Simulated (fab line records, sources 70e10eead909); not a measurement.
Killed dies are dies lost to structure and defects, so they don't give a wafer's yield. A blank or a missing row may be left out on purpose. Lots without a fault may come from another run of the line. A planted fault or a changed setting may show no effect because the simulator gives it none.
fab line records | flow nand_harc
record lots=12 wafers=36 last_day=34
route steps=1302 shown A_BONDPAD@1218 END@1302
lots that met no fault: from a run of the same line without faults
start_h: hours from the record's first day to the start of the lot's first wafer shown | wait_h: hours since the lot's step before | " the same as in the row above | L1.1+2: a row that stands for several wafers | - no value, or no start given | * or withheld: withheld | < > ~ a bound
route shown NAME@n: a module of which the file shows steps, and the number in the route of the first | usual: mean/standard deviation of fault-free wafers | same: alike in all rows | chamber/n: place in a boat | sites: the reading at each site | _std_site: their standard deviation | _edge_site: outer sites' mean less inner sites' | radius_mm: how far each site lies from the wafer's centre | mask NAME#n: copy n | behind: the tool/chamber that last shaped the wafer | hold: why the lot was held/for how many hours/how that ended | device: the transistor (n, p or np) that didn't switch | end of line: the same wafers' tests at the end of the route | a step without rows: its recipe alone | killed: dies lost to structure and defects at the first sort, not the wafer's yield | map: a wafer's dies, x killed, . not, _ none there
set.NAME: the setting as run; set.NAME@STEP: as run at that earlier step | model.NAME: the simulator's own value behind a step, which no gauge read
steps of the route over a sample of lots; a table a step, a row a wafer
services: from which hour (start_h, from the record's first day; less than 0 if before it) a tool's chamber was out of use, for how many hours, and why
## steps
# step NHARC_A_BONDPAD_DESCUM_11
# recipe time_s=3 o2_flow_sccm=200 ar_flow_sccm=0 bias_power_w=0 chemistry=O2
# usual drypump_motor_current_A=6.05/0.23 oes_product_au=1.001/0.0076 rf_vpp_V=57.9/0.97 showerhead_plenum_p_Torr=1.93/0.1 throttle_valve_pct=11.311/0.0096
# columns lot.wafer tool chamber start_h wait_h drypump_motor_current_A oes_product_au rf_hours_counter_h rf_vpp_V showerhead_plenum_p_Torr throttle_valve_pct
L165.2 rie_diel-02 0 528.60 - 6.21 1.001 23 57.4 2.07 11.309
L165.3 " 2 " " 6.40 1.017 23 57.8 1.99 11.313
L165.6 " 1 " " 6.03 1.013 - 57.3 2.06 11.316
L164.1 rie_diel-12 3 529.68 - 5.87 1.009 2 58.2 1.85 11.303
L164.3 " 1 " " 6.16 1.013 2 60.2 1.99 11.318
L164.4 " 3 " " 5.89 1.007 - 58.2 1.85 11.302
L163.4 rie_diel-12 2 542.07 - 5.76 0.998 2 56.8 2.03 11.304
L163.3 " 0 " " 5.99 0.979 2 58.2 1.82 11.306
L163.2 " 1 " " 6.15 0.997 2 58.4 1.99 11.322
L167.4 rie_diel-13 0 572.34 - 6.45 1.007 14 58.1 1.80 11.308
L167.1 " 2 " " 6.26 1.010 12 59.2 2.05 11.311
L167.5 " 1 " " 6.40 0.996 - 57.2 1.98 11.292
L169.4 rie_diel-12 0 574.09 - 5.97 0.990 3 57.4 1.82 11.311
L169.3 " 1 " " 6.18 1.010 3 58.8 1.99 11.299
L169.5 " 3 " " 5.86 1.003 - 58.1 1.85 11.318
L172.3 rie_diel-02 3 623.00 - 5.63 0.991 10 56.9 1.77 11.310
L172.4 " 0 " " 6.22 1.023 10 57.4 2.06 11.316
L172.6 " 2 " " 6.39 0.996 - 58.8 1.99 11.306
L173.3 rie_diel-02 3 625.64 - 5.59 1.018 11 58.2 1.77 11.303
L173.4 " 2 " " 6.39 1.004 10 59.1 1.99 11.327
L173.6 " 0 " " 6.21 1.001 - 56.9 2.06 11.325
L174.3 rie_diel-02 2 640.41 - 6.38 1.013 12 57.9 1.99 11.314
L174.6 " 2 " " 6.40 1.001 - 57.8 1.99 11.317
L174.5 " 3 " " 5.58 1.023 - 57.1 1.77 11.320
L176.2 rie_diel-02 2 662.77 - 6.36 1.012 16 58.1 1.98 11.322
L176.5 " 0 " " 6.21 0.998 - 58.7 2.06 11.312
L176.6 " 1 " " 6.00 0.984 - 59.7 2.05 11.302
L184.2 rie_diel-12 0 736.96 - 5.98 0.997 3 56.8 1.82 11.300
L184.4 " 2 " " 5.76 0.992 2 58.9 2.03 11.308
L184.5 " 0 " " 5.97 1.002 - 55.5 1.82 11.320
L185.2 rie_diel-12 1 738.33 - 6.16 0.997 2 57.6 1.99 11.301
L185.4 " 2 " " 5.74 0.999 3 57.8 2.03 11.316
L185.6 " 1 " " 6.17 1.004 - 57.4 1.99 11.325
L186.4 rie_diel-12 3 767.30 - 5.91 0.993 4 57.4 1.85 11.302
L186.2 " 1 " " 6.18 0.997 3 58.1 1.99 11.319
L186.6 " 0 " " 5.96 0.989 - 58.6 1.82 11.294
# step NHARC_A_BONDPAD_ETCH_12
# recipe target_depth_a=2200 time_s=110 chf3_flow_sccm=50 o2_flow_sccm=10 ar_flow_sccm=200 rf_w=500 bias_w=200 chemistry=CHF3/O2
# usual drypump_motor_current_A=6.06/0.23 oes_product_au=0.943/0.019 rf_vpp_V=371.1/2.8 run_length_s=131.2/0.4 showerhead_plenum_p_Torr=2.43/0.12 throttle_valve_pct=20.573/0.0089
# columns lot.wafer tool chamber start_h wait_h drypump_motor_current_A oes_product_au rf_hours_counter_h rf_vpp_V run_length_s showerhead_plenum_p_Torr throttle_valve_pct
L165.3 rie_diel-02 2 528.81 - 6.40 0.933 23 372.4 131.1 2.50 20.572
L165.2 " 1 " " 6.00 0.914 25 374.0 131.8 2.58 20.575
L165.6 " 2 " " 6.42 0.933 - 372.4 131.5 2.50 20.563
L164.1 rie_diel-12 3 529.88 - 5.90 0.953 2 368.5 131.3 2.33 20.582
L164.3 " 1 " " 6.18 0.950 2 372.5 131.2 2.50 20.581
L164.4 " 2 " " 5.73 0.950 - 374.4 130.5 2.54 20.551
L163.4 rie_diel-12 2 542.25 - 5.76 0.971 2 372.8 130.4 2.54 20.563
L163.2 " 3 " " 5.93 0.969 2 368.7 131.4 2.33 20.573
L163.3 " 1 " " 6.18 0.984 2 372.5 131.1 2.50 20.578
L167.1 rie_diel-13 1 572.52 - 6.43 0.923 12 374.0 131.7 2.48 20.566
L167.4 " 2 " " 6.24 0.929 12 373.7 131.3 2.57 20.570
L167.5 " 0 " " 6.45 0.927 - 367.5 131.0 2.27 20.564
L169.3 rie_diel-12 3 574.27 - 5.90 0.955 3 367.9 131.1 2.33 20.570
L169.4 " 1 " " 6.18 0.967 3 373.0 131.1 2.50 20.565
L169.5 " 3 " " 5.89 0.952 - 369.3 131.1 2.33 20.554
L172.4 rie_diel-02 1 623.16 - 6.01 0.934 10 374.2 131.8 2.57 20.590
L172.3 " 2 " " 6.38 0.936 10 373.9 131.6 2.49 20.575
L172.6 " 1 " " 6.03 0.942 - 372.9 132.3 2.57 20.575
L173.3 rie_diel-02 1 625.82 - 6.03 0.934 10 374.0 131.9 2.57 20.571
L173.4 " 2 " " 6.36 0.935 10 373.6 131.3 2.49 20.582
L173.6 " 2 " " 6.36 0.928 - 371.9 131.3 2.49 20.574
L174.3 rie_diel-02 1 640.59 - 6.03 0.922 13 373.4 131.6 2.57 20.574
L174.6 " 0 " " 6.23 0.931 - 375.6 124.7 2.58 20.576
L174.5 " 1 " " 6.03 0.922 - 374.6 131.9 2.57 20.563
L176.2 rie_diel-02 0 662.94 - 6.22 0.934 18 373.7 131.2 2.58 20.583
L176.6 " 2 " " 6.40 0.930 - 373.4 124.8 2.49 20.564
L176.5 " 3 " " 5.60 0.925 - 365.9 131.0 2.23 20.574
L184.2 rie_diel-12 0 737.14 - 5.97 0.956 3 369.9 131.0 2.29 20.557
L184.4 " 1 " " 6.17 0.968 2 371.8 131.2 2.50 20.557
L184.5 " 0 " " 5.98 0.963 - 365.8 131.0 2.29 20.573
L185.4 rie_diel-12 3 738.52 - 5.91 0.978 3 368.2 131.5 2.32 20.575
L185.2 " 0 " " 5.96 0.967 3 368.2 131.0 2.29 20.567
L185.6 " 2 " " 5.75 0.952 - 372.5 131.0 2.54 20.567
L186.2 rie_diel-12 2 767.49 - 5.76 0.974 3 372.7 130.6 2.54 20.556
L186.4 " 0 " " 5.99 0.957 3 368.1 131.1 2.29 20.583
L186.6 " 1 " " 6.16 0.984 - 372.0 131.8 2.50 20.570
# step NHARC_A_BONDPAD_PRE_CLEAN_26
# recipe time_s=30 temp_c=280 gas=H2/He
# usual heater_power_w=399/40
# columns lot.wafer tool chamber start_h wait_h heater_power_w
L165.3 pvd_sputter-01 - - - 378
L165.2 " - " " 383
L165.6 " - " " 362
L164.1 pvd_sputter-01 - - - 374
L164.3 " - " " 426
L164.4 " - " " 364
L163.2 pvd_sputter-02 - - - 410
L163.4 " - " " 330
L163.3 " - " " 451
L167.4 pvd_sputter-02 - - - 414
L167.1 " - " " 379
L167.5 " - " " 334
L169.4 pvd_sputter-02 - - - 330
L169.3 " - " " 381
L169.5 " - " " 409
L172.4 pvd_sputter-03 - - - 374
L172.3 " - " " 398
L172.6 " - " " 385
L173.4 pvd_sputter-03 - - - 401
L173.3 " - " " 380
L173.6 " - " " 388
L174.3 pvd_sputter-03 - - - 402
L174.5 " - " " 397
L174.6 " - " " 390
L176.2 pvd_sputter-02 - - - 328
L176.6 " - " " 369
L176.5 " - " " 453
L184.2 pvd_sputter-03 - - - 362
L184.4 " - " " 406
L184.5 " - " " 376
L185.2 pvd_sputter-02 - - - 449
L185.4 " - " " 375
L185.6 " - " " 405
L186.2 pvd_sputter-02 - - - 426
L186.4 " - " " 329
L186.6 " - " " 448
# step NHARC_A_BONDPAD_ANNEAL_28
# recipe temp_c=225 time_s=90
# usual wafer_temp_C_max=226.2/0.42
# columns lot.wafer tool chamber start_h wait_h wafer_temp_C_max
L165.2 rtp_anneal-01 0 530.43 - 225.8
L165.3 " 0 " " 226.1
L165.6 " 0 " " 225.9
L164.1 rtp_anneal-01 0 531.50 - 226.0
L164.3 " 0 " " 225.6
L164.4 " 0 " " 225.9
L163.2 rtp_anneal-01 0 543.84 - 226.0
L163.3 " 0 " " 226.3
L163.4 " 0 " " 225.8
L167.1 rtp_anneal-02 0 574.02 0.3 226.0
L167.4 " 0 " " 226.2
L167.5 " 0 " " 226.5
L169.3 rtp_anneal-01 0 575.88 - 225.8
L169.4 " 0 " " 225.6
L169.5 " 0 " " 225.7
L172.3 rtp_anneal-02 0 624.78 - 227.1
L172.4 " 0 " " 226.2
L172.6 " 0 " " 226.7
L173.3 rtp_anneal-02 0 627.45 - 226.5
L173.4 " 0 " " 226.5
L173.6 " 0 " " 225.7
L174.3 rtp_anneal-01 0 642.29 - 225.9
L174.5 " 0 " " 225.5
L174.6 " 0 " " 225.9
L176.2 rtp_anneal-02 0 664.55 - 226.3
L176.5 " 0 " " 226.3
L176.6 " 0 " " 226.5
L184.2 rtp_anneal-02 0 738.68 - 226.3
L184.4 " 0 " " 226.3
L184.5 " 0 " " 226.1
L185.2 rtp_anneal-01 0 740.06 0.4 225.8
L185.4 " 0 " " 226.0
L185.6 " 0 " " 226.5
L186.2 rtp_anneal-02 0 769.06 0.4 226.7
L186.4 " 0 " " 226.6
L186.6 " 0 " " 227.0
# step NHARC_END_SORT_01
# recipe temp_c=25
# usual defect_limited_yield=91/3.1 killed_at_array=56/21 killed_at_other=1.2/1.6 killed_at_periphery=3.7/2.5 killed_dies=61/21 killed_open=3.1/1.8 killed_short=2.8/1.7
# same gross_dies=677
# columns lot.wafer tool chamber start_h wait_h defect_limited_yield[%] killed_at_array killed_at_other killed_at_periphery killed_dies killed_open killed_short
L164.1 prober-02 0 560.46 2.5 87 79 5 2 86 5 1
L164.3 prober-02 0 562.05 3.1 88 77 1 1 79 3 0
L164.4 prober-02 0 562.84 3.4 86 88 8 2 98 1 2
L165.2 prober-01 0 561.21 2.8 87 82 2 1 85 2 2
L165.3 prober-01 0 562.02 3.1 88 81 0 0 81 0 5
L165.6 prober-01 0 564.43 4.0 89 69 0 3 72 5 5
L163.2 prober-02 0 575.70 2.8 92 52 2 1 55 2 6
L163.3 prober-02 0 576.50 3.1 94 39 1 2 42 2 2
L163.4 prober-02 0 577.30 3.4 93 47 0 1 48 4 2
L167.1 prober-01 0 600.85 2.5 88 82 1 1 84 5 1
L167.4 prober-01 0 603.23 3.4 91 57 2 2 61 2 3
L167.5 prober-01 0 604.03 3.7 90 66 4 1 71 1 2
L169.3 prober-02 0 602.31 3.0 89 74 0 3 77 4 2
L169.4 prober-02 0 603.08 3.3 90 67 1 0 68 1 1
L169.5 prober-02 0 603.85 3.6 88 76 3 5 84 5 3
L172.3 prober-01 0 654.19 3.1 87 75 4 6 85 2 3
L172.4 prober-01 0 654.99 3.4 90 65 0 2 67 2 2
L172.6 prober-01 0 656.60 4.0 87 88 1 1 90 1 3
L173.3 prober-01 0 662.06 3.1 94 40 2 2 44 3 2
L173.4 prober-01 0 662.86 3.4 96 23 1 2 26 3 1
L173.6 prober-01 0 664.47 4.0 94 37 1 1 39 7 4
L174.3 prober-02 0 673.28 3.1 91 47 3 8 58 5 4
L174.5 prober-02 0 674.85 3.7 93 47 0 2 49 0 2
L174.6 prober-02 0 675.64 3.9 90 63 0 5 68 2 3
L176.2 prober-02 0 691.18 2.8 96 20 0 4 24 6 2
L176.5 prober-02 0 693.53 3.6 96 23 0 1 24 2 3
L176.6 prober-02 0 694.32 3.9 93 48 0 1 49 7 2
L184.2 prober-02 0 773.24 2.8 90 64 0 3 67 6 3
L184.4 prober-02 0 774.82 3.4 91 58 2 0 60 4 5
L184.5 prober-02 0 775.61 3.6 93 46 2 2 50 1 0
L185.2 prober-02 0 780.99 2.8 94 34 0 5 39 2 0
L185.4 prober-02 0 782.60 3.4 93 41 3 4 48 5 1
L185.6 prober-02 0 784.20 4.0 93 42 1 3 46 1 1
L186.2 prober-01 0 805.81 2.8 96 19 2 3 24 2 3
L186.4 prober-01 0 807.42 3.4 94 26 4 8 38 8 0
L186.6 prober-01 0 809.03 4.0 95 20 4 7 31 5 3
# killed by level:class
L164.1 A_CHANNEL_HOLE_D1:chamber_film_flake=34 A_SLIT:chamber_film_flake=17 A_CHANNEL_HOLE_D2:chamber_film_flake=7 A_CONTACT:chamber_film_flake=6 A_SGD_CUT:chamber_film_flake=5 THIN_TSV:chamber_film_flake=5 A_STAIRCASE:chamber_film_flake=3 P_M0:geometric_particle:open=2
L165.2 A_CHANNEL_HOLE_D1:chamber_film_flake=35 A_CHANNEL_HOLE_D2:chamber_film_flake=31 A_WL_FILL:chamber_film_flake=5 A_STAIRCASE:chamber_film_flake=4 A_CONTACT:chamber_film_flake=2 THIN_TSV:chamber_film_flake=2 A_CHANNEL_HOLE_D1:geometric_particle:open=1 A_CHANNEL_FILL_D1:geometric_particle:open=1
L165.3 A_CHANNEL_HOLE_D1:chamber_film_flake=35 A_CHANNEL_HOLE_D2:chamber_film_flake=33 A_WL_FILL:chamber_film_flake=3 A_CONTACT:chamber_film_flake=3 A_DECK1_JOINT:geometric_particle:short=2 A_CHANNEL_HOLE_D1:geometric_particle:short=1 A_CHANNEL_FILL_D1:geometric_particle:short=1 A_ONON_D2:geometric_particle:short=1
L164.3 A_CHANNEL_HOLE_D1:chamber_film_flake=30 A_SLIT:chamber_film_flake=20 A_CHANNEL_HOLE_D2:chamber_film_flake=8 A_SGD_CUT:chamber_film_flake=6 A_CONTACT:chamber_film_flake=6 A_ZERO_WELL:chamber_film_flake=2 A_ONON_D2:geometric_particle:open=1 A_SGD_CUT:geometric_particle:open=1
L164.4 A_CHANNEL_HOLE_D1:chamber_film_flake=32 A_SLIT:chamber_film_flake=25 A_CHANNEL_HOLE_D2:chamber_film_flake=13 THIN_TSV:chamber_film_flake=8 A_SGD_CUT:chamber_film_flake=7 A_WL_FILL:chamber_film_flake=3 P_BONDPAD:chamber_film_flake=2 A_STAIRCASE:chamber_film_flake=2
L165.6 A_CHANNEL_HOLE_D2:chamber_film_flake=31 A_CHANNEL_HOLE_D1:chamber_film_flake=20 A_WL_FILL:chamber_film_flake=4 A_CHANNEL_FILL_D1:geometric_particle:short=3 A_CONTACT:chamber_film_flake=3 A_STAIRCASE:chamber_film_flake=2 P_GATE:geometric_particle:open=1 A_ONON_D1:geometric_particle:open=1
L163.2 A_CHANNEL_HOLE_D2:chamber_film_flake=39 A_ONON_D2:geometric_particle:short=2 A_CHANNEL_HOLE_D2:geometric_particle:short=2 A_CHANNEL_HOLE_D1:chamber_film_flake=2 A_CONTACT:chamber_film_flake=2 THIN_TSV:chamber_film_flake=2 P_M0:geometric_particle:open=1 A_CHANNEL_FILL_D1:geometric_particle:short=1
L163.3 A_CHANNEL_HOLE_D2:chamber_film_flake=28 P_STI:chamber_film_flake=2 A_STAIRCASE:chamber_film_flake=2 A_ONON_D1:geometric_particle:short=1 A_CHANNEL_FILL_D1:geometric_particle:open=1 A_CHANNEL_HOLE_D2:geometric_particle:open=1 A_M1:geometric_particle:short=1 A_ZERO_WELL:chamber_film_flake=1
L163.4 A_CHANNEL_HOLE_D2:chamber_film_flake=34 A_CONTACT:chamber_film_flake=6 A_CHANNEL_HOLE_D1:geometric_particle:open=1 A_CHANNEL_FILL_D2:geometric_particle:open=1 A_CHANNEL_FILL_D2:geometric_particle:short=1 A_WL_FILL:geometric_particle:short=1 A_BLC:geometric_particle:open=1 A_M0:geometric_particle:open=1
L167.1 A_CHANNEL_HOLE_D2:chamber_film_flake=35 A_CHANNEL_HOLE_D1:chamber_film_flake=34 A_CONTACT:chamber_film_flake=3 A_STAIRCASE:chamber_film_flake=2 A_SLIT:chamber_film_flake=2 P_GATE:geometric_particle:open=1 A_SOURCE_PLATE:geometric_particle:short=1 A_CHANNEL_FILL_D1:geometric_particle:open=1
L169.3 A_SLIT:chamber_film_flake=33 A_CHANNEL_HOLE_D2:chamber_film_flake=32 A_CHANNEL_HOLE_D1:chamber_film_flake=4 P_CONTACT:geometric_particle:short=1 P_M0:geometric_particle:open=1 P_M1:geometric_particle:open=1 A_ONON_D1:geometric_particle:short=1 A_DECK1_JOINT:geometric_particle:open=1
L169.4 A_CHANNEL_HOLE_D2:chamber_film_flake=31 A_SLIT:chamber_film_flake=19 A_CHANNEL_HOLE_D1:chamber_film_flake=5 A_CHANNEL_FILL_D1:chamber_film_flake=3 A_STAIRCASE:chamber_film_flake=3 A_CONTACT:chamber_film_flake=2 A_DECK1_JOINT:geometric_particle:open=1 A_CHANNEL_FILL_D2:geometric_particle:short=1
L167.4 A_CHANNEL_HOLE_D2:chamber_film_flake=27 A_CHANNEL_HOLE_D1:chamber_film_flake=19 A_SLIT:chamber_film_flake=2 THIN_TSV:chamber_film_flake=2 A_ONON_D1:geometric_particle:short=1 A_CHANNEL_HOLE_D1:geometric_particle:short=1 A_CHANNEL_FILL_D2:geometric_particle:short=1 A_BLC:geometric_particle:open=1
L169.5 A_CHANNEL_HOLE_D2:chamber_film_flake=31 A_SLIT:chamber_film_flake=24 A_CHANNEL_HOLE_D1:chamber_film_flake=6 A_CONTACT:chamber_film_flake=4 P_M2:chamber_film_flake=3 A_STAIRCASE:chamber_film_flake=3 P_GATE:geometric_particle:open=2 THIN_TSV:chamber_film_flake=2
L167.5 A_CHANNEL_HOLE_D1:chamber_film_flake=28 A_CHANNEL_HOLE_D2:chamber_film_flake=26 A_CONTACT:chamber_film_flake=4 THIN_TSV:chamber_film_flake=4 A_STAIRCASE:chamber_film_flake=2 A_SLIT:chamber_film_flake=2 A_DECK1_JOINT:geometric_particle:short=1 A_SGD_CUT:geometric_particle:short=1
L172.3 A_CHANNEL_HOLE_D1:chamber_film_flake=28 A_SLIT:chamber_film_flake=26 A_CHANNEL_HOLE_D2:chamber_film_flake=10 A_CONTACT:chamber_film_flake=3 A_ONON_D1:geometric_particle:short=2 P_ZERO_WELL:chamber_film_flake=2 P_M1:chamber_film_flake=2 A_CHANNEL_FILL_D1:chamber_film_flake=2
L172.4 A_CHANNEL_HOLE_D1:chamber_film_flake=26 A_SLIT:chamber_film_flake=16 A_CHANNEL_HOLE_D2:chamber_film_flake=15 P_M1:chamber_film_flake=2 A_M1:chamber_film_flake=2 A_SOURCE_PLATE:geometric_particle:short=1 A_CHANNEL_HOLE_D2:geometric_particle:open=1 A_CHANNEL_FILL_D2:geometric_particle:short=1
L172.6 A_CHANNEL_HOLE_D1:chamber_film_flake=34 A_SLIT:chamber_film_flake=29 A_CHANNEL_HOLE_D2:chamber_film_flake=15 A_STAIRCASE:chamber_film_flake=4 P_CONTACT:geometric_particle:short=1 A_ONON_D2:geometric_particle:short=1 A_CHANNEL_HOLE_D2:geometric_particle:short=1 A_M0:geometric_particle:open=1
L173.3 A_CHANNEL_HOLE_D2:chamber_film_flake=23 A_CHANNEL_HOLE_D1:chamber_film_flake=9 P_GATE:chamber_film_flake=2 A_SLIT:chamber_film_flake=2 THIN_TSV:chamber_film_flake=2 A_ONON_D1:geometric_particle:open=1 A_DECK1_JOINT:geometric_particle:short=1 A_CHANNEL_HOLE_D2:geometric_particle:short=1
L173.4 A_CHANNEL_HOLE_D2:chamber_film_flake=14 A_CHANNEL_HOLE_D1:chamber_film_flake=3 A_CONTACT:chamber_film_flake=2 P_STI:geometric_particle:open=1 P_M0:geometric_particle:open=1 A_CHANNEL_FILL_D2:geometric_particle:open=1 A_SGD_CUT:geometric_particle:short=1 A_STAIRCASE:chamber_film_flake=1
L173.6 A_CHANNEL_HOLE_D2:chamber_film_flake=14 A_CHANNEL_HOLE_D1:chamber_film_flake=10 A_WL_FILL:geometric_particle:short=4 A_STAIRCASE:chamber_film_flake=3 A_WL_FILL:geometric_particle:open=2 A_M0:geometric_particle:open=2 A_DECK1_JOINT:geometric_particle:open=1 A_CHANNEL_HOLE_D2:geometric_particle:open=1
L174.3 A_CHANNEL_HOLE_D1:chamber_film_flake=37 P_GATE:chamber_film_flake=3 P_M0:geometric_particle:open=2 P_STI:chamber_film_flake=2 P_CONTACT:geometric_particle:open=1 A_SOURCE_PLATE:geometric_particle:short=1 A_ONON_D1:geometric_particle:short=1 A_M0:geometric_particle:open=1
L174.5 A_CHANNEL_HOLE_D1:chamber_film_flake=33 A_CONTACT:chamber_film_flake=4 P_ZERO_WELL:chamber_film_flake=2 A_ZERO_WELL:chamber_film_flake=2 A_SOURCE_PLATE:geometric_particle:short=1 A_ONON_D1:geometric_particle:short=1 A_CHANNEL_HOLE_D2:chamber_film_flake=1 A_CHANNEL_FILL_D2:chamber_film_flake=1
L174.6 A_CHANNEL_HOLE_D1:chamber_film_flake=29 A_BONDPAD:area_etch=21 P_GATE:chamber_film_flake=4 A_WL_FILL:geometric_particle:short=2 A_M0:geometric_particle:open=2 A_STAIRCASE:chamber_film_flake=2 A_CONTACT:chamber_film_flake=2 A_M1:geometric_particle:short=1
L176.2 A_CHANNEL_HOLE_D1:chamber_film_flake=7 A_SLIT:chamber_film_flake=3 A_DECK1_JOINT:geometric_particle:open=2 A_CONTACT:chamber_film_flake=2 P_GATE:geometric_particle:short=1 P_CONTACT:geometric_particle:open=1 A_CHANNEL_FILL_D2:geometric_particle:open=1 A_WL_FILL:geometric_particle:short=1
L176.5 A_CHANNEL_HOLE_D1:chamber_film_flake=7 A_SLIT:chamber_film_flake=5 A_STAIRCASE:chamber_film_flake=2 A_ONON_D1:geometric_particle:short=1 A_CHANNEL_FILL_D1:geometric_particle:short=1 A_CHANNEL_FILL_D2:geometric_particle:open=1 A_SLIT:geometric_particle:short=1 A_WL_FILL:geometric_particle:open=1
L176.6 A_BONDPAD:area_etch=26 A_CHANNEL_HOLE_D1:chamber_film_flake=8 A_SLIT:chamber_film_flake=3 A_CONTACT:geometric_particle:open=2 A_M0:geometric_particle:open=2 A_CONTACT:chamber_film_flake=2 P_M1:geometric_particle:open=1 A_CHANNEL_FILL_D1:geometric_particle:open=1
L184.2 A_SLIT:chamber_film_flake=29 A_CHANNEL_HOLE_D1:chamber_film_flake=17 A_SGD_CUT:chamber_film_flake=4 A_M0:geometric_particle:open=3 A_CHANNEL_HOLE_D2:chamber_film_flake=2 A_DECK1_JOINT:geometric_particle:short=1 A_ONON_D2:geometric_particle:short=1 A_ONON_D2:geometric_particle:open=1
L184.4 A_SLIT:chamber_film_flake=32 A_CHANNEL_HOLE_D1:chamber_film_flake=10 A_SGD_CUT:chamber_film_flake=3 A_CONTACT:chamber_film_flake=3 A_ONON_D1:geometric_particle:short=1 A_CHANNEL_FILL_D1:geometric_particle:short=1 A_DECK1_JOINT:geometric_particle:open=1 A_DECK1_JOINT:geometric_particle:short=1
L184.5 A_SLIT:chamber_film_flake=26 A_CHANNEL_HOLE_D1:chamber_film_flake=14 A_SGD_CUT:chamber_film_flake=2 THIN_TSV:chamber_film_flake=2 P_CONTACT:geometric_particle:open=1 P_BONDPAD:chamber_film_flake=1 A_CHANNEL_HOLE_D2:chamber_film_flake=1 A_STAIRCASE:chamber_film_flake=1
L185.2 A_CHANNEL_HOLE_D1:chamber_film_flake=20 A_SLIT:chamber_film_flake=11 P_CONTACT:chamber_film_flake=4 A_CHANNEL_FILL_D2:geometric_particle:open=1 A_M1:geometric_particle:open=1 P_GATE:chamber_film_flake=1 A_CONTACT:chamber_film_flake=1
L185.4 A_CHANNEL_HOLE_D1:chamber_film_flake=19 A_SLIT:chamber_film_flake=5 A_STAIRCASE:chamber_film_flake=4 STARTING-WAFER:geometric_particle:open=2 P_CONTACT:chamber_film_flake=2 A_DECK1_JOINT:chamber_film_flake=2 A_WL_FILL:chamber_film_flake=2 A_CONTACT:chamber_film_flake=2
L185.6 A_CHANNEL_HOLE_D1:chamber_film_flake=26 A_SLIT:chamber_film_flake=5 A_CONTACT:chamber_film_flake=5 P_CONTACT:chamber_film_flake=2 A_WL_FILL:chamber_film_flake=2 A_ONON_D1:geometric_particle:short=1 A_CHANNEL_HOLE_D2:geometric_particle:open=1 P_GATE:chamber_film_flake=1
L186.2 A_SLIT:chamber_film_flake=9 A_CONTACT:chamber_film_flake=3 A_CHANNEL_HOLE_D2:chamber_film_flake=2 THIN_TSV:chamber_film_flake=2 P_CONTACT:geometric_particle:open=1 P_M0:geometric_particle:short=1 A_ONON_D2:geometric_particle:short=1 A_SLIT:geometric_particle:open=1
L186.4 A_SLIT:chamber_film_flake=9 A_CONTACT:chamber_film_flake=6 P_GATE:chamber_film_flake=5 THIN_TSV:chamber_film_flake=4 P_M0:geometric_particle:open=2 A_M0:geometric_particle:open=2 A_CHANNEL_HOLE_D2:chamber_film_flake=2 A_CHANNEL_HOLE_D1:geometric_particle:open=1
L186.6 A_SLIT:chamber_film_flake=7 A_CONTACT:chamber_film_flake=5 THIN_TSV:chamber_film_flake=4 P_GATE:chamber_film_flake=4 P_M0:geometric_particle:open=2 A_ONON_D1:geometric_particle:open=2 A_ONON_D2:geometric_particle:short=2 A_ONON_D1:geometric_particle:short=1
## services
# columns tool chamber start_h hours kind
rie_diel-02 3 520.28 9.4 repair
pvd_sputter-02 - 523.61 13.0 repair
rie_diel-12 0 525.73 8.4 repair
pvd_sputter-03 - 526.04 10.0 pm
rie_diel-12 2 531.90 2.6 repair
rie_diel-12 2 552.92 6.1 repair
rie_diel-02 - 570.70 9.0 pm
rie_diel-12 - 571.93 0.4 repair
pvd_sputter-03 - 588.01 0.6 repair
pvd_sputter-03 - 612.78 5.1 repair
rie_diel-12 - 622.40 9.0 pm
rie_diel-02 3 633.45 5.0 repair
pvd_sputter-02 - 638.00 10.0 pm
rie_diel-12 0 668.63 6.6 repair
rie_diel-02 - 668.68 1.2 repair
rie_diel-12 2 674.31 1.3 repair
rie_diel-12 - 678.84 0.5 repair
pvd_sputter-03 - 690.15 3.2 repair
rie_diel-12 2 692.30 19.3 repair
rie_diel-12 1 696.46 2.1 repair
pvd_sputter-03 - 704.04 10.0 pm
rie_diel-12 1 721.83 6.8 repair
rtp_anneal-02 - 744.03 12.0 pm
rie_diel-02 - 747.70 9.0 pm
## key
first_sign step=NHARC_A_BONDPAD_ETCH_12 reading=run_length_s direction=down sigmas=16 usual=* struck=*
effect none on later readings
met_at NHARC_A_BONDPAD_ETCH_12
struck_lots L174,L176
struck_wafers L174.6,L176.6
not_acting_at NHARC_A_BONDPAD_DESCUM_11,NHARC_A_BONDPAD_PRE_CLEAN_26,NHARC_A_BONDPAD_ANNEAL_28
onset_between 625.82 640.59
fault kind=process_parameter_drift tool=rie_diel-02 chamber=- onset_h=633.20 steps=NHARC_A_BONDPAD_ETCH_12 channel=time_s offset=* shape=step end_h=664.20 scope=struck_wafers_only acts_in=* stated=*
